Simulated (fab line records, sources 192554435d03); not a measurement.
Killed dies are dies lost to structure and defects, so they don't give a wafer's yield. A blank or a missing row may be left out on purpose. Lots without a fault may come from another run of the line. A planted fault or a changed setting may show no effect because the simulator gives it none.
Chamber matching | flow n5_finfet | N5_MOL_CONTACT_COAG_ETCH_48 on rie_diel-02: 4 sister chambers
The step etches SiOC in C4F6/O2, target depth 15 nm, overetch 4.5 nm, time 17 s. 16 wafers are shown with their chamber, then 7 later ones without.

WAFERS WITH THEIR CHAMBER
wafer  | chamber | throttle_valve_pct (%) | showerhead_plenum_p_Torr (Torr) | drypump_motor_current_A (A)
L966.2 | 2       | 40.7                   | 2.72                            | 6.4
L966.6 | 2       | 40.7                   | 2.72                            | 6.5
L968.1 | 0       | 41.1                   | 3.04                            | 5.3
L968.4 | 1       | 40.1                   | 2.77                            | 5.7
L968.5 | 3       | 40.5                   | 2.98                            | 6.8
L970.1 | 3       | 40.5                   | 2.98                            | 6.8
L970.4 | 1       | 40.1                   | 2.77                            | 5.7
L970.5 | 3       | 40.5                   | 2.98                            | 6.8
L973.3 | 0       | 41.1                   | 3.03                            | 5.3
L973.4 | 2       | 40.7                   | 2.71                            | 6.5
L973.5 | 1       | 40.2                   | 2.76                            | 5.7
L978.1 | 0       | 41.1                   | 3.03                            | 5.3
L978.3 | 2       | 40.7                   | 2.70                            | 6.5
L978.4 | 1       | 40.2                   | 2.76                            | 5.6
L980.1 | 0       | 41.1                   | 3.02                            | 5.3
L980.4 | 1       | 40.1                   | 2.76                            | 5.6

SIGNATURES (means of the wafers above)
reading                  | chamber 0 | chamber 1 | chamber 2 | chamber 3 | scatter within a chamber
throttle_valve_pct       | 41.100    | 40.140    | 40.700    | 40.500    | 0.0316
showerhead_plenum_p_Torr | 3.0300    | 2.7640    | 2.7125    | 2.9800    | 0.00704
drypump_motor_current_A  | 5.300     | 5.660     | 6.475     | 6.800     | 0.0403
Rule: a wafer's distance from a chamber is the root of the sum, over the readings, of the square of ((its reading less the chamber's mean) divided by the reading's scatter). The wafer belongs to the nearest chamber; if the next one is less than 2 further off, it can't be placed. The scatter: the root of (the sum of the squares of (reading less its chamber's mean) over the shown wafers, divided by (wafers less chambers)).

WAFERS WITHOUT THEIR CHAMBER
wafer  | throttle_valve_pct (%) | showerhead_plenum_p_Torr (Torr) | drypump_motor_current_A (A)
L980.6 | 41.1                   | 3.02                            | 5.3
L981.3 | 40.7                   | 2.70                            | 6.4
L981.4 | 40.2                   | 2.76                            | 5.6
L981.5 | 40.5                   | 2.97                            | 6.8
L982.3 | 40.2                   | 2.76                            | 5.6
L982.4 | 40.5                   | 2.97                            | 6.8
L982.6 | 40.2                   | 2.76                            | 5.6

WHICH CHAMBER EACH WENT THROUGH
wafer  | from the rows above | in truth
L980.6 | 0                   | 0
L981.3 | 2                   | 2
L981.4 | 1                   | 1
L981.5 | 3                   | 3
L982.3 | 1                   | 1
L982.4 | 3                   | 3
L982.6 | 1                   | 1
Placed correctly: 7 of 7. Can't be placed from these rows: 0. Placed wrongly: 0.
